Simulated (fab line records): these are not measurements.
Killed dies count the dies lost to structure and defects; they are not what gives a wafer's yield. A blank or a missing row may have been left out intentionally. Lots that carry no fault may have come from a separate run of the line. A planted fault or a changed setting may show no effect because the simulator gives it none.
One fault through the eyes of 3 desks || flow n5_finfet || numbers are kept per desk, each desk with only its own; the story behind them comes last

DESK OF THE TOOL OWNER: pvd_sputter-02
The tool's own readings at N5_BEOL_M2_HM_DEP_02 (deposits TiN, target thk 20 nm): means of the sampled wafers that have a number, for each lot that ran on this tool. Marked OUT: a lot whose mean sits more than 4 standard deviations from the usual mean, which makes it out of limits; the brackets give that distance.
Columns: A = throttle_valve_pct at N5_BEOL_M2_HM_DEP_02, usual 29.7 %
{"lot": "L793", "first seen here": "day 6 19:49", "A": 29.9}
{"lot": "L795", "first seen here": "day 7 16:11", "A": 29.1}
{"lot": "L800", "first seen here": "day 8 17:16", "A": 29.9}
{"lot": "L802", "first seen here": "day 9 05:02", "A": 29.5}
This desk found nothing out of limits on any of the 4 lots.

THE METROLOGY DESK
What the gauges read, lot by lot, whatever tool the lot ran on: means of the sampled wafers that have a number. Marked OUT: a lot whose mean sits more than 4 standard deviations from the usual mean, which makes it out of limits; the brackets give that distance. Of its 11 readings 7 are shown: those that lie furthest out on some lot.
Columns: A = M1_RS at N5_BEOL_M1_RS_MEAS_58, usual 0.67 ohm/sq; B = IOFF_P at N5_BEOL_M4_RC_MEAS_101, usual 0.211 nA/um; C = ION_N at N5_BEOL_M4_RC_MEAS_101, usual 672 uA/um; D = ION_P at N5_BEOL_M4_RC_MEAS_101, usual 462 uA/um; E = SS_N at N5_BEOL_M4_RC_MEAS_101, usual 71.5 mV/dec; F = VT_N at N5_BEOL_M4_RC_MEAS_101, usual 249.9 mV; G = VT_P at N5_BEOL_M4_RC_MEAS_101, usual -249.8 mV
{"lot": "L793", "first seen here": "day 6 19:17", "A": 0.71, "B": 0.210, "C": 671, "D": 458, "E": 71.9, "F": 251.4, "G": -251.1}
{"lot": "L795", "first seen here": "day 7 15:29", "A": 0.64, "B": 0.175, "C": 670, "D": 454, "E": 71.5, "F": 249.8, "G": -253.2}
{"lot": "L800", "first seen here": "day 8 16:28", "A": 0.68, "B": 0.208, "C": 679, "D": 460, "E": 71.6, "F": 248.7, "G": -249.0}
{"lot": "L801", "first seen here": "day 8 23:25", "A": 0.69, "B": 0.190, "C": 667, "D": 461, "E": 71.4, "F": 250.9, "G": -252.8}
{"lot": "L802", "first seen here": "day 9 04:16", "A": 0.65, "B": 0.162, "C": 667, "D": 454, "E": 71.1, "F": 253.3, "G": -255.2}
{"lot": "L805", "first seen here": "day 9 11:38", "A": 0.68, "B": 0.197, "C": 666, "D": 456, "E": 70.8, "F": 249.0, "G": -250.9}
{"lot": "L806", "first seen here": "day 9 19:50", "A": 0.65, "B": 0.231, "C": 659, "D": 458, "E": 72.0, "F": 253.6, "G": -248.9}
{"lot": "L811", "first seen here": "day 11 08:05", "A": 0.71, "B": 0.215, "C": 675, "D": 461, "E": 71.4, "F": 249.6, "G": -249.2}
{"lot": "L815", "first seen here": "day 12 08:02", "A": 0.66, "B": 0.205, "C": 674, "D": 460, "E": 71.8, "F": 249.1, "G": -249.5}
This desk found nothing out of limits on any of the 9 lots.

THE DEFECT DESK
What the inspections along the route counted, lot by lot: means of the sampled wafers that have a number. Marked OUT: a lot whose mean sits more than 4 standard deviations from the usual mean, which makes it out of limits; the brackets give that distance.
Columns: A = raw_defect_count at N5_BEOL_M1_INSPECT_59, usual 68; B = raw_defect_count at N5_BEOL_M2_INSPECT_13, usual 379; C = raw_defect_count at N5_BEOL_M2_INSPECT_30, usual 378
{"lot": "L793", "first seen here": "day 6 19:19", "A": 69, "B": 351, "C": 337}
{"lot": "L795", "first seen here": "day 7 15:31", "A": 65, "B": 330, "C": 321}
{"lot": "L800", "first seen here": "day 8 16:29", "A": 44, "B": "1025 (+7.9) OUT", "C": "1000 (+7.9) OUT"}
{"lot": "L801", "first seen here": "day 8 23:27", "A": 53, "B": 336, "C": 328}
{"lot": "L802", "first seen here": "day 9 04:17", "A": 56, "B": "1100 (+8.8) OUT", "C": "1091 (+9.0) OUT"}
{"lot": "L805", "first seen here": "day 9 11:40", "A": 43, "B": 297, "C": 321}
{"lot": "L806", "first seen here": "day 9 19:51", "A": 61, "B": 354, "C": 349}
{"lot": "L811", "first seen here": "day 11 08:07", "A": 95, "B": 309, "C": 297}
{"lot": "L815", "first seen here": "day 12 08:04", "A": 58, "B": 409, "C": 404}
This desk's finding: out of limits on L800, L802; first on L800, day 8 17:45 (raw_defect_count at N5_BEOL_M2_INSPECT_13). L793, L795, L801, L805, L806, L811, L815 stayed within limits.

TAKEN TOGETHER
The defect desk could have raised an alarm at day 8 17:45, on L800, L802.
The desk of the tool owner found nothing out of limits.
At the metrology desk, nothing out of limits was observed.
Tool owner's desk: L800, L802 on record, inside its limits.
The metrology desk holds a record of L800, L802, inside its limits.
On pvd_sputter-02, each named lot ran N5_BEOL_M2_HM_DEP_02.

WHAT WAS PUT IN BY THE SIMULATOR
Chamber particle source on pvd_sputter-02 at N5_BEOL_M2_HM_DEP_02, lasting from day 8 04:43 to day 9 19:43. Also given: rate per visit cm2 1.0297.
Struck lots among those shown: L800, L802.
Hours from the fault's start to each desk's first reading out of limits: the defect desk, 13.
